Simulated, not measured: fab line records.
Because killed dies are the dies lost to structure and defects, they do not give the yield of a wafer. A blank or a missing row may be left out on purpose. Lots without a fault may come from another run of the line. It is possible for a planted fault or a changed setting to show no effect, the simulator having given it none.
The tool behind it: which one? :: flow n5-finfet :: 72 wafers from 24 lots sampled at 5 of the route's 1938 steps

== WHAT EACH GAUGE READ, for each wafer ==
N5_BEOL_M12_INSPECT_30: inspects for defects (macro). Usual: raw-defect-count 2.0, standard deviation 1.3.
lot: L076
measured: day 12 09:01
on: defect-inspect-01
raw-defect-count: 2 0 2
flag: 

lot: L078
measured: day 13 07:37
on: defect-inspect-01
raw-defect-count: 4 1 3
flag: 

lot: L074
measured: day 13 07:43
on: defect-inspect-02
raw-defect-count: 2 5 3
flag: 

lot: L077
measured: day 13 07:45
on: defect-inspect-01
raw-defect-count: 2 4 2
flag: 

lot: L079
measured: day 13 10:07
on: defect-inspect-02
raw-defect-count: 2 3 1
flag: 

lot: L080
measured: day 13 10:09
on: defect-inspect-01
raw-defect-count: 0 3 0
flag: 

lot: L075
measured: day 13 17:09
on: defect-inspect-02
raw-defect-count: 3 3 3
flag: 

lot: L081
measured: day 14 03:21
on: defect-inspect-01
raw-defect-count: 3 3 6
flag: 

lot: L083
measured: day 14 09:49
on: defect-inspect-01
raw-defect-count: 1 1 5
flag: 

lot: L082
measured: day 14 17:52
on: defect-inspect-01
raw-defect-count: 1 2 1
flag: 

lot: L086
measured: day 15 11:19
on: defect-inspect-02
raw-defect-count: 2 1 3
flag: 

lot: L084
measured: day 15 17:27
on: defect-inspect-01
raw-defect-count: 1 2 5
flag: 

lot: L085
measured: day 15 21:45
on: defect-inspect-02
raw-defect-count: 1 3 5
flag: 

lot: L087
measured: day 15 21:17
on: defect-inspect-01
raw-defect-count: 2 5 1
flag: 

lot: L088
measured: day 16 14:24
on: defect-inspect-01
raw-defect-count: 2 2 1
flag: 

lot: L089
measured: day 16 14:40
on: defect-inspect-01
raw-defect-count: 3 1 2
flag: 

lot: L091
measured: day 16 15:12
on: defect-inspect-01
raw-defect-count: 1 1 2
flag: 

lot: L094
measured: day 16 17:43
on: defect-inspect-01
raw-defect-count: 2 1 0
flag: 

lot: L090
measured: day 16 21:42
on: defect-inspect-02
raw-defect-count: 3 2 0
flag: 

lot: L092
measured: day 17 03:18
on: defect-inspect-02
raw-defect-count: 3 1 1
flag: 

lot: L093
measured: day 17 08:37
on: defect-inspect-02
raw-defect-count: 2 2 0
flag: 

lot: L095
measured: day 18 13:16
on: defect-inspect-02
raw-defect-count: 2 2 1
flag: 

lot: L096
measured: day 18 13:54
on: defect-inspect-01
raw-defect-count: 3 1 1
flag: 

lot: L097
measured: day 19 09:59
on: defect-inspect-02
raw-defect-count: 1 1 1
flag: 

== WHAT TOOL EACH LOT RAN ON (gives the tool, then ch and the chambers of the sampled wafers, and finally the start) ==
lot: L076
N5_BEOL_M11_STRIP_77: rie-diel-05 ch 0,1,2, day 12 05:49 or earlier
N5_BEOL_M11_PRE_CLEAN_45: pvd-sputter-01, day 12 05:49
N5_BEOL_M11_ALD_74: ald-metal-02 ch 0,1,3, day 12 05:53
N5_BEOL_M12_STRIP_63: plasma-asher-02 ch 0,1, day 12 08:27

lot: L078
N5_BEOL_M11_STRIP_77: rie-diel-05 ch 2,3, day 12 18:46 or earlier
N5_BEOL_M11_PRE_CLEAN_45: pvd-sputter-03, day 12 18:46
N5_BEOL_M11_ALD_74: ald-metal-04 ch 1,2,3, day 12 18:50
N5_BEOL_M12_STRIP_63: plasma-asher-02 ch 1, day 13 06:55

lot: L074
N5_BEOL_M11_STRIP_77: rie-diel-05 ch 0,2,3, day 12 23:01 or earlier
N5_BEOL_M11_PRE_CLEAN_45: pvd-sputter-03, day 12 23:01
N5_BEOL_M11_ALD_74: ald-metal-03 ch 0,1,2, day 12 23:05
N5_BEOL_M12_STRIP_63: plasma-asher-02 ch 0,1, day 13 07:08

lot: L077
N5_BEOL_M11_STRIP_77: rie-diel-04 ch 1,2, day 13 03:16 or earlier
N5_BEOL_M11_PRE_CLEAN_45: pvd-sputter-01, day 13 03:16
N5_BEOL_M11_ALD_74: ald-metal-04 ch 1,3, day 13 03:26
N5_BEOL_M12_STRIP_63: plasma-asher-01 ch 0,1, day 13 07:10

lot: L079
N5_BEOL_M11_STRIP_77: rie-diel-05 ch 1,3, day 13 05:47 or earlier
N5_BEOL_M11_PRE_CLEAN_45: pvd-sputter-03, day 13 05:47
N5_BEOL_M11_ALD_74: ald-metal-03 ch 0,2,3, day 13 05:50
N5_BEOL_M12_STRIP_63: plasma-asher-02 ch 0,1, day 13 09:29

lot: L080
N5_BEOL_M11_STRIP_77: rie-diel-04 ch 1,2,3, day 13 05:56 or earlier
N5_BEOL_M11_PRE_CLEAN_45: pvd-sputter-03, day 13 05:56
N5_BEOL_M11_ALD_74: ald-metal-02 ch 1,2, day 13 06:00
N5_BEOL_M12_STRIP_63: plasma-asher-01 ch 0,1, day 13 09:29

lot: L075
N5_BEOL_M11_STRIP_77: rie-diel-04 ch 0,2, day 13 12:30 or earlier
N5_BEOL_M11_PRE_CLEAN_45: pvd-sputter-03, day 13 12:30
N5_BEOL_M11_ALD_74: ald-metal-02 ch 1,2,3, day 13 12:34
N5_BEOL_M12_STRIP_63: plasma-asher-01 ch 0,1, day 13 16:34

lot: L081
N5_BEOL_M11_STRIP_77: rie-diel-05 ch 2,3, day 14 00:06 or earlier
N5_BEOL_M11_PRE_CLEAN_45: pvd-sputter-03, day 14 00:06
N5_BEOL_M11_ALD_74: ald-metal-02 ch 0,3, day 14 00:12
N5_BEOL_M12_STRIP_63: plasma-asher-02 ch 0,1, day 14 02:38

lot: L083
N5_BEOL_M11_STRIP_77: rie-diel-01 ch 0,1,2, day 14 06:09 or earlier
N5_BEOL_M11_PRE_CLEAN_45: pvd-sputter-01, day 14 06:09
N5_BEOL_M11_ALD_74: ald-metal-02 ch 0,2,3, day 14 06:13
N5_BEOL_M12_STRIP_63: plasma-asher-01 ch 0,1, day 14 09:07

lot: L082
N5_BEOL_M11_STRIP_77: rie-diel-05 ch 0,2,3, day 14 13:36 or earlier
N5_BEOL_M11_PRE_CLEAN_45: pvd-sputter-02, day 14 13:36
N5_BEOL_M11_ALD_74: ald-metal-02 ch 0,1,2, day 14 13:42
N5_BEOL_M12_STRIP_63: plasma-asher-02 ch 0, day 14 17:17

lot: L086
N5_BEOL_M11_STRIP_77: rie-diel-04 ch 0,2,3, day 15 07:10 or earlier
N5_BEOL_M11_PRE_CLEAN_45: pvd-sputter-03, day 15 07:10
N5_BEOL_M11_ALD_74: ald-metal-03 ch 1,2,3, day 15 07:13
N5_BEOL_M12_STRIP_63: plasma-asher-02 ch 0,1, day 15 10:35

lot: L084
N5_BEOL_M11_STRIP_77: rie-diel-05 ch 0,1,2, day 15 13:45 or earlier
N5_BEOL_M11_PRE_CLEAN_45: pvd-sputter-03, day 15 13:45
N5_BEOL_M11_ALD_74: ald-metal-03 ch 0,1,3, day 15 13:49
N5_BEOL_M12_STRIP_63: plasma-asher-01 ch 0,1, day 15 16:44

lot: L085
N5_BEOL_M11_STRIP_77: rie-diel-01 ch 2,3, day 15 18:03 or earlier
N5_BEOL_M11_PRE_CLEAN_45: pvd-sputter-02, day 15 18:03
N5_BEOL_M11_ALD_74: ald-metal-03 ch 0,1, day 15 18:07
N5_BEOL_M12_STRIP_63: plasma-asher-01 ch 0, day 15 21:07

lot: L087
N5_BEOL_M11_STRIP_77: rie-diel-01 ch 0,2,3, day 15 17:48 or earlier
N5_BEOL_M11_PRE_CLEAN_45: pvd-sputter-02, day 15 17:48
N5_BEOL_M11_ALD_74: ald-metal-04 ch 1,3, day 15 17:52
N5_BEOL_M12_STRIP_63: plasma-asher-02 ch 0,1, day 15 20:43

lot: L088
N5_BEOL_M11_STRIP_77: rie-diel-05 ch 1,2,3, day 16 10:26 or earlier
N5_BEOL_M11_PRE_CLEAN_45: pvd-sputter-01, day 16 10:26
N5_BEOL_M11_ALD_74: ald-metal-04 ch 0,1, day 16 10:31
N5_BEOL_M12_STRIP_63: plasma-asher-01 ch 0,1, day 16 13:43

lot: L089
N5_BEOL_M11_STRIP_77: rie-diel-04 ch 0,1,2, day 16 10:45 or earlier
N5_BEOL_M11_PRE_CLEAN_45: pvd-sputter-01, day 16 10:45
N5_BEOL_M11_ALD_74: ald-metal-03 ch 0,2, day 16 10:56
N5_BEOL_M12_STRIP_63: plasma-asher-01 ch 0,1, day 16 14:04

lot: L091
N5_BEOL_M11_STRIP_77: rie-diel-04 ch 0,2, day 16 11:58 or earlier
N5_BEOL_M11_PRE_CLEAN_45: pvd-sputter-01, day 16 11:58
N5_BEOL_M11_ALD_74: ald-metal-02 ch 0,1, day 16 12:03
N5_BEOL_M12_STRIP_63: plasma-asher-01 ch 0,1, day 16 14:31

lot: L094
N5_BEOL_M11_STRIP_77: rie-diel-01 ch 0,1,3, day 16 14:21 or earlier
N5_BEOL_M11_PRE_CLEAN_45: pvd-sputter-01, day 16 14:21
N5_BEOL_M11_ALD_74: ald-metal-03 ch 0,2,3, day 16 14:32
N5_BEOL_M12_STRIP_63: plasma-asher-02 ch 0, day 16 17:07

lot: L090
N5_BEOL_M11_STRIP_77: rie-diel-01 ch 1,2,3, day 16 18:08 or earlier
N5_BEOL_M11_PRE_CLEAN_45: pvd-sputter-03, day 16 18:08
N5_BEOL_M11_ALD_74: ald-metal-03 ch 0,2, day 16 18:12
N5_BEOL_M12_STRIP_63: plasma-asher-02 ch 0,1, day 16 21:07

lot: L092
N5_BEOL_M11_STRIP_77: rie-diel-05 ch 0,1,2, day 16 23:59 or earlier
N5_BEOL_M11_PRE_CLEAN_45: pvd-sputter-03, day 16 23:59
N5_BEOL_M11_ALD_74: ald-metal-04 ch 0,1,3, day 17 00:02
N5_BEOL_M12_STRIP_63: plasma-asher-01 ch 0,1, day 17 02:43

lot: L093
N5_BEOL_M11_STRIP_77: rie-diel-04 ch 0,3, day 17 04:49 or earlier
N5_BEOL_M11_PRE_CLEAN_45: pvd-sputter-01, day 17 04:49
N5_BEOL_M11_ALD_74: ald-metal-02 ch 0,1,2, day 17 04:54
N5_BEOL_M12_STRIP_63: plasma-asher-01 ch 0,1, day 17 08:03

lot: L095
N5_BEOL_M11_STRIP_77: rie-diel-04 ch 1,2,3, day 18 09:37 or earlier
N5_BEOL_M11_PRE_CLEAN_45: pvd-sputter-01, day 18 09:37
N5_BEOL_M11_ALD_74: ald-metal-03 ch 0,2,3, day 18 09:47
N5_BEOL_M12_STRIP_63: plasma-asher-01 ch 0,1, day 18 12:34

lot: L096
N5_BEOL_M11_STRIP_77: rie-diel-04 ch 1,2,3, day 18 10:40 or earlier
N5_BEOL_M11_PRE_CLEAN_45: pvd-sputter-02, day 18 10:40
N5_BEOL_M11_ALD_74: ald-metal-03 ch 1,2,3, day 18 10:44
N5_BEOL_M12_STRIP_63: plasma-asher-01 ch 0,1, day 18 13:18

lot: L097
N5_BEOL_M11_STRIP_77: rie-diel-04 ch 0,1, day 19 06:33 or earlier
N5_BEOL_M11_PRE_CLEAN_45: pvd-sputter-02, day 19 06:33
N5_BEOL_M11_ALD_74: ald-metal-02 ch 0,2,3, day 19 06:44
N5_BEOL_M12_STRIP_63: plasma-asher-01 ch 0,1, day 19 09:25
- N5_BEOL_M11_STRIP_77: strips in N2/H2, time 10 s.
- N5_BEOL_M11_PRE_CLEAN_45: time 30 s.
- N5_BEOL_M11_ALD_74: deposits TaN, target thk 2 nm, pulse time 2 s, purge time 3 s.
- N5_BEOL_M12_STRIP_63: strips in N2/H2.

== WHAT THE TOOLS THEMSELVES READ (means of the sampled wafers that have a number; where no wafer has one, the mark that the record gives instead) ==
N5_BEOL_M11_STRIP_77. Usual: drypump-motor-current-A 5.6 A, standard deviation 0.44; n2-flow-sccm 199.9 sccm, standard deviation 0.55; oes-product-au 0.80 a.u., standard deviation 0.079; rf-vpp-V 59.0 V, standard deviation 0.9; showerhead-plenum-p-Torr 2.51 Torr, standard deviation 0.09; throttle-valve-pct 23.71 %, standard deviation 0.28.
lot: L076
tool: rie-diel-05
drypump-motor-current-A (A): 5.4
n2-flow-sccm (sccm): 200.5
oes-product-au (a.u.): 0.76
rf-vpp-V (V): 59.4
showerhead-plenum-p-Torr (Torr): 2.58
throttle-valve-pct (%): 23.80
flag: 

lot: L078
tool: rie-diel-05
drypump-motor-current-A (A): 5.3
n2-flow-sccm (sccm): 200.0
oes-product-au (a.u.): 0.77
rf-vpp-V (V): 58.8
showerhead-plenum-p-Torr (Torr): 2.43
throttle-valve-pct (%): 23.51
flag: 

lot: L074
tool: rie-diel-05
drypump-motor-current-A (A): 5.1
n2-flow-sccm (sccm): 200.2
oes-product-au (a.u.): 0.75
rf-vpp-V (V): 58.9
showerhead-plenum-p-Torr (Torr): 2.50
throttle-valve-pct (%): 23.67
flag: 

lot: L077
tool: rie-diel-04
drypump-motor-current-A (A): 5.7
n2-flow-sccm (sccm): 200.2
oes-product-au (a.u.): 0.80
rf-vpp-V (V): 57.9
showerhead-plenum-p-Torr (Torr): 2.45
throttle-valve-pct (%): 23.68
flag: 

lot: L079
tool: rie-diel-05
drypump-motor-current-A (A): 5.3
n2-flow-sccm (sccm): 199.1
oes-product-au (a.u.): 0.83
rf-vpp-V (V): 59.6
showerhead-plenum-p-Torr (Torr): 2.53
throttle-valve-pct (%): 23.87
flag: 

lot: L080
tool: rie-diel-04
drypump-motor-current-A (A): 5.7
n2-flow-sccm (sccm): 199.5
oes-product-au (a.u.): 0.74
rf-vpp-V (V): 59.3
showerhead-plenum-p-Torr (Torr): 2.46
throttle-valve-pct (%): 23.69
flag: 

lot: L075
tool: rie-diel-04
drypump-motor-current-A (A): 5.7
n2-flow-sccm (sccm): 200.6
oes-product-au (a.u.): 0.90
rf-vpp-V (V): 59.6
showerhead-plenum-p-Torr (Torr): 2.48
throttle-valve-pct (%): 23.61
flag: 

lot: L081
tool: rie-diel-05
drypump-motor-current-A (A): 5.2
n2-flow-sccm (sccm): 199.7
oes-product-au (a.u.): 0.79
rf-vpp-V (V): 59.6
showerhead-plenum-p-Torr (Torr): 2.43
throttle-valve-pct (%): 23.61
flag: 

lot: L083
tool: rie-diel-01
drypump-motor-current-A (A): 5.8
n2-flow-sccm (sccm): 200.5
oes-product-au (a.u.): 0.80
rf-vpp-V (V): 58.7
showerhead-plenum-p-Torr (Torr): 2.60
throttle-valve-pct (%): 23.77
flag: 

lot: L082
tool: rie-diel-05
drypump-motor-current-A (A): 5.1
n2-flow-sccm (sccm): 200.3
oes-product-au (a.u.): 0.74
rf-vpp-V (V): 58.4
showerhead-plenum-p-Torr (Torr): 2.49
throttle-valve-pct (%): 23.68
flag: 

lot: L086
tool: rie-diel-04
drypump-motor-current-A (A): 5.7
n2-flow-sccm (sccm): 200.6
oes-product-au (a.u.): 0.87
rf-vpp-V (V): 59.1
showerhead-plenum-p-Torr (Torr): 2.47
throttle-valve-pct (%): 23.60
flag: 

lot: L084
tool: rie-diel-05
drypump-motor-current-A (A): 5.4
n2-flow-sccm (sccm): 199.4
oes-product-au (a.u.): 0.74
rf-vpp-V (V): 58.8
showerhead-plenum-p-Torr (Torr): 2.57
throttle-valve-pct (%): 23.84
flag: 

lot: L085
tool: rie-diel-01
drypump-motor-current-A (A): 5.5
n2-flow-sccm (sccm): 199.5
oes-product-au (a.u.): 0.80
rf-vpp-V (V): 59.1
showerhead-plenum-p-Torr (Torr): 2.53
throttle-valve-pct (%): 23.50
flag: 

lot: L087
tool: rie-diel-01
drypump-motor-current-A (A): 5.9
n2-flow-sccm (sccm): 199.4
oes-product-au (a.u.): 0.83
rf-vpp-V (V): 58.0
showerhead-plenum-p-Torr (Torr): 2.54
throttle-valve-pct (%): 23.68
flag: 

lot: L088
tool: rie-diel-05
drypump-motor-current-A (A): 5.5
n2-flow-sccm (sccm): 199.5
oes-product-au (a.u.): 0.78
rf-vpp-V (V): 58.1
showerhead-plenum-p-Torr (Torr): 2.51
throttle-valve-pct (%): 23.80
flag: 

lot: L089
tool: rie-diel-04
drypump-motor-current-A (A): 5.7
n2-flow-sccm (sccm): 200.4
oes-product-au (a.u.): 0.80
rf-vpp-V (V): 59.6
showerhead-plenum-p-Torr (Torr): 2.45
throttle-valve-pct (%): 23.68
flag: 

lot: L091
tool: rie-diel-04
drypump-motor-current-A (A): 5.7
n2-flow-sccm (sccm): 200.2
oes-product-au (a.u.): 0.83
rf-vpp-V (V): 58.9
showerhead-plenum-p-Torr (Torr): 2.47
throttle-valve-pct (%): 23.65
flag: 

lot: L094
tool: rie-diel-01
drypump-motor-current-A (A): 6.2
n2-flow-sccm (sccm): 199.8
oes-product-au (a.u.): 0.89
rf-vpp-V (V): 59.9
showerhead-plenum-p-Torr (Torr): 2.55
throttle-valve-pct (%): 23.61
flag: 

lot: L090
tool: rie-diel-01
drypump-motor-current-A (A): 5.8
n2-flow-sccm (sccm): 200.0
oes-product-au (a.u.): 0.86
rf-vpp-V (V): 59.7
showerhead-plenum-p-Torr (Torr): 2.54
throttle-valve-pct (%): 23.47
flag: 

lot: L092
tool: rie-diel-05
drypump-motor-current-A (A): 5.4
n2-flow-sccm (sccm): 200.0
oes-product-au (a.u.): 0.84
rf-vpp-V (V): 58.7
showerhead-plenum-p-Torr (Torr): 2.56
throttle-valve-pct (%): 23.73
flag: 

lot: L093
tool: rie-diel-04
drypump-motor-current-A (A): 5.9
n2-flow-sccm (sccm): 199.6
oes-product-au (a.u.): 0.91
rf-vpp-V (V): 59.4
showerhead-plenum-p-Torr (Torr): 2.50
throttle-valve-pct (%): 23.76
flag: 

lot: L095
tool: rie-diel-04
drypump-motor-current-A (A): 5.7
n2-flow-sccm (sccm): 199.9
oes-product-au (a.u.): 0.80
rf-vpp-V (V): 58.7
showerhead-plenum-p-Torr (Torr): 2.44
throttle-valve-pct (%): 23.65
flag: 

lot: L096
tool: rie-diel-04
drypump-motor-current-A (A): 5.7
n2-flow-sccm (sccm): 199.8
oes-product-au (a.u.): 0.80
rf-vpp-V (V): 59.3
showerhead-plenum-p-Torr (Torr): 2.44
throttle-valve-pct (%): 23.65
flag: 

lot: L097
tool: rie-diel-04
drypump-motor-current-A (A): 5.8
n2-flow-sccm (sccm): 200.2
oes-product-au (a.u.): 0.81
rf-vpp-V (V): 58.9
showerhead-plenum-p-Torr (Torr): 2.46
throttle-valve-pct (%): 23.94
flag: 

N5_BEOL_M11_PRE_CLEAN_45. Usual: heater-power-w 333 W, standard deviation 44.
lot: L076
tool: pvd-sputter-01
heater-power-w (W): 313
flag: 

lot: L078
tool: pvd-sputter-03
heater-power-w (W): 364
flag: 

lot: L074
tool: pvd-sputter-03
heater-power-w (W): 312
flag: 

lot: L077
tool: pvd-sputter-01
heater-power-w (W): 323
flag: 

lot: L079
tool: pvd-sputter-03
heater-power-w (W): 351
flag: 

lot: L080
tool: pvd-sputter-03
heater-power-w (W): 323
flag: 

lot: L075
tool: pvd-sputter-03
heater-power-w (W): 302
flag: 

lot: L081
tool: pvd-sputter-03
heater-power-w (W): 353
flag: 

lot: L083
tool: pvd-sputter-01
heater-power-w (W): 331
flag: 

lot: L082
tool: pvd-sputter-02
heater-power-w (W): 320
flag: 

lot: L086
tool: pvd-sputter-03
heater-power-w (W): 347
flag: 

lot: L084
tool: pvd-sputter-03
heater-power-w (W): 314
flag: 

lot: L085
tool: pvd-sputter-02
heater-power-w (W): 369
flag: 

lot: L087
tool: pvd-sputter-02
heater-power-w (W): 353
flag: 

lot: L088
tool: pvd-sputter-01
heater-power-w (W): 310
flag: 

lot: L089
tool: pvd-sputter-01
heater-power-w (W): 330
flag: 

lot: L091
tool: pvd-sputter-01
heater-power-w (W): 321
flag: 

lot: L094
tool: pvd-sputter-01
heater-power-w (W): 329
flag: 

lot: L090
tool: pvd-sputter-03
heater-power-w (W): 364
flag: 

lot: L092
tool: pvd-sputter-03
heater-power-w (W): 349
flag: 

lot: L093
tool: pvd-sputter-01
heater-power-w (W): 332
flag: 

lot: L095
tool: pvd-sputter-01
heater-power-w (W): 316
flag: 

lot: L096
tool: pvd-sputter-02
heater-power-w (W): 366
flag: 

lot: L097
tool: pvd-sputter-02
heater-power-w (W): 333
flag: 

N5_BEOL_M11_ALD_74. Usual: heater-power-w 421 W, standard deviation 51.
lot: L076
tool: ald-metal-02
heater-power-w (W): 442
flag: 

lot: L078
tool: ald-metal-04
heater-power-w (W): 397
flag: 

lot: L074
tool: ald-metal-03
heater-power-w (W): 400
flag: 

lot: L077
tool: ald-metal-04
heater-power-w (W): 412
flag: 

lot: L079
tool: ald-metal-03
heater-power-w (W): 405
flag: 

lot: L080
tool: ald-metal-02
heater-power-w (W): 388
flag: 

lot: L075
tool: ald-metal-02
heater-power-w (W): 413
flag: 

lot: L081
tool: ald-metal-02
heater-power-w (W): 481
flag: 

lot: L083
tool: ald-metal-02
heater-power-w (W): 442
flag: 

lot: L082
tool: ald-metal-02
heater-power-w (W): 432
flag: 

lot: L086
tool: ald-metal-03
heater-power-w (W): 424
flag: 

lot: L084
tool: ald-metal-03
heater-power-w (W): 447
flag: 

lot: L085
tool: ald-metal-03
heater-power-w (W): 429
flag: 

lot: L087
tool: ald-metal-04
heater-power-w (W): 406
flag: 

lot: L088
tool: ald-metal-04
heater-power-w (W): 426
flag: 

lot: L089
tool: ald-metal-03
heater-power-w (W): 379
flag: 

lot: L091
tool: ald-metal-02
heater-power-w (W): 422
flag: 

lot: L094
tool: ald-metal-03
heater-power-w (W): 403
flag: 

lot: L090
tool: ald-metal-03
heater-power-w (W): 361
flag: 

lot: L092
tool: ald-metal-04
heater-power-w (W): 431
flag: 

lot: L093
tool: ald-metal-02
heater-power-w (W): 426
flag: 

lot: L095
tool: ald-metal-03
heater-power-w (W): 401
flag: 

lot: L096
tool: ald-metal-03
heater-power-w (W): 414
flag: 

lot: L097
tool: ald-metal-02
heater-power-w (W): 446
flag: 

N5_BEOL_M12_STRIP_63. Usual: drypump-motor-current-A 5.84 A, standard deviation 0.064; heater-power-w 318 W, standard deviation 31; n2-flow-sccm 1750 sccm, standard deviation 4.6; oes-product-au 0.693 a.u., standard deviation 0.0046; strip-time-to-endpoint-s 42.6 s, standard deviation 0.89.
lot: L076
tool: plasma-asher-02
drypump-motor-current-A (A): 5.81
heater-power-w (W): 288
n2-flow-sccm (sccm): 1753
oes-product-au (a.u.): 0.692
strip-time-to-endpoint-s (s): 41.2
flag: 

lot: L078
tool: plasma-asher-02
drypump-motor-current-A (A): 5.80
heater-power-w (W): 270
n2-flow-sccm (sccm): 1750
oes-product-au (a.u.): 0.697
strip-time-to-endpoint-s (s): 42.1
flag: 

lot: L074
tool: plasma-asher-02
drypump-motor-current-A (A): 5.82
heater-power-w (W): 289
n2-flow-sccm (sccm): 1752
oes-product-au (a.u.): 0.695
strip-time-to-endpoint-s (s): 43.4
flag: 

lot: L077
tool: plasma-asher-01
drypump-motor-current-A (A): 5.90
heater-power-w (W): 323
n2-flow-sccm (sccm): 1748
oes-product-au (a.u.): 0.694
strip-time-to-endpoint-s (s): 41.9
flag: 

lot: L079
tool: plasma-asher-02
drypump-motor-current-A (A): 5.79
heater-power-w (W): 308
n2-flow-sccm (sccm): 1752
oes-product-au (a.u.): 0.697
strip-time-to-endpoint-s (s): 42.4
flag: 

lot: L080
tool: plasma-asher-01
drypump-motor-current-A (A): 5.91
heater-power-w (W): 335
n2-flow-sccm (sccm): 1751
oes-product-au (a.u.): 0.692
strip-time-to-endpoint-s (s): 41.7
flag: 

lot: L075
tool: plasma-asher-01
drypump-motor-current-A (A): 5.87
heater-power-w (W): 340
n2-flow-sccm (sccm): 1753
oes-product-au (a.u.): 0.690
strip-time-to-endpoint-s (s): 42.6
flag: 

lot: L081
tool: plasma-asher-02
drypump-motor-current-A (A): 5.79
heater-power-w (W): 290
n2-flow-sccm (sccm): 1754
oes-product-au (a.u.): 0.690
strip-time-to-endpoint-s (s): 43.0
flag: 

lot: L083
tool: plasma-asher-01
drypump-motor-current-A (A): 5.84
heater-power-w (W): 339
n2-flow-sccm (sccm): 1749
oes-product-au (a.u.): 0.693
strip-time-to-endpoint-s (s): 41.8
flag: 

lot: L082
tool: plasma-asher-02
drypump-motor-current-A (A): 5.79
heater-power-w (W): 326
n2-flow-sccm (sccm): 1749
oes-product-au (a.u.): 0.693
strip-time-to-endpoint-s (s): 43.2
flag: 

lot: L086
tool: plasma-asher-02
drypump-motor-current-A (A): 5.78
heater-power-w (W): 289
n2-flow-sccm (sccm): 1748
oes-product-au (a.u.): 0.697
strip-time-to-endpoint-s (s): 41.9
flag: 

lot: L084
tool: plasma-asher-01
drypump-motor-current-A (A): 5.85
heater-power-w (W): 336
n2-flow-sccm (sccm): 1754
oes-product-au (a.u.): 0.693
strip-time-to-endpoint-s (s): 42.3
flag: 

lot: L085
tool: plasma-asher-01
drypump-motor-current-A (A): 5.94
heater-power-w (W): 310
n2-flow-sccm (sccm): 1755
oes-product-au (a.u.): 0.690
strip-time-to-endpoint-s (s): 43.1
flag: 

lot: L087
tool: plasma-asher-02
drypump-motor-current-A (A): 5.78
heater-power-w (W): 289
n2-flow-sccm (sccm): 1753
oes-product-au (a.u.): 0.689
strip-time-to-endpoint-s (s): 43.0
flag: 

lot: L088
tool: plasma-asher-01
drypump-motor-current-A (A): 5.86
heater-power-w (W): 330
n2-flow-sccm (sccm): 1751
oes-product-au (a.u.): 0.694
strip-time-to-endpoint-s (s): 44.2
flag: 

lot: L089
tool: plasma-asher-01
drypump-motor-current-A (A): 5.92
heater-power-w (W): 321
n2-flow-sccm (sccm): 1746
oes-product-au (a.u.): 0.693
strip-time-to-endpoint-s (s): 43.0
flag: 

lot: L091
tool: plasma-asher-01
drypump-motor-current-A (A): 5.90
heater-power-w (W): 325
n2-flow-sccm (sccm): 1746
oes-product-au (a.u.): 0.692
strip-time-to-endpoint-s (s): 42.6
flag: 

lot: L094
tool: plasma-asher-02
drypump-motor-current-A (A): 5.78
heater-power-w (W): 332
n2-flow-sccm (sccm): 1752
oes-product-au (a.u.): 0.690
strip-time-to-endpoint-s (s): 42.0
flag: 

lot: L090
tool: plasma-asher-02
drypump-motor-current-A (A): 5.80
heater-power-w (W): 289
n2-flow-sccm (sccm): 1750
oes-product-au (a.u.): 0.694
strip-time-to-endpoint-s (s): 43.0
flag: 

lot: L092
tool: plasma-asher-01
drypump-motor-current-A (A): 5.86
heater-power-w (W): 340
n2-flow-sccm (sccm): 1750
oes-product-au (a.u.): 0.688
strip-time-to-endpoint-s (s): 43.1
flag: 

lot: L093
tool: plasma-asher-01
drypump-motor-current-A (A): 5.91
heater-power-w (W): 319
n2-flow-sccm (sccm): 1749
oes-product-au (a.u.): 0.695
strip-time-to-endpoint-s (s): 42.4
flag: 

lot: L095
tool: plasma-asher-01
drypump-motor-current-A (A): 5.89
heater-power-w (W): 326
n2-flow-sccm (sccm): 1751
oes-product-au (a.u.): 0.691
strip-time-to-endpoint-s (s): 43.1
flag: 

lot: L096
tool: plasma-asher-01
drypump-motor-current-A (A): 5.91
heater-power-w (W): 327
n2-flow-sccm (sccm): 1751
oes-product-au (a.u.): 0.691
strip-time-to-endpoint-s (s): 42.0
flag: 

lot: L097
tool: plasma-asher-01
drypump-motor-current-A (A): 5.88
heater-power-w (W): 325
n2-flow-sccm (sccm): 1741
oes-product-au (a.u.): 0.695
strip-time-to-endpoint-s (s): 42.7
flag: 

== THE ANSWER, worked out from the rows above alone ==
Rule: a lot is off if the mean of its wafers that have a number lies more than 3 standard deviations from the usual mean. A lot without any number at a reading at which 4 lots or more have one is off too. Where the step has rows for the other lots, those lots are counted as sound. First the gauges in route order, then the tools' own readings, where a lot's mean is used as printed above. The first step at which some lot is off is used, and at that step the reading that is off furthest; a lot without a number counts as furthest.
Nothing can be told from this: no lot is off at any reading shown.

== WHAT HAD BEEN PUT IN BY THE SIMULATOR ==
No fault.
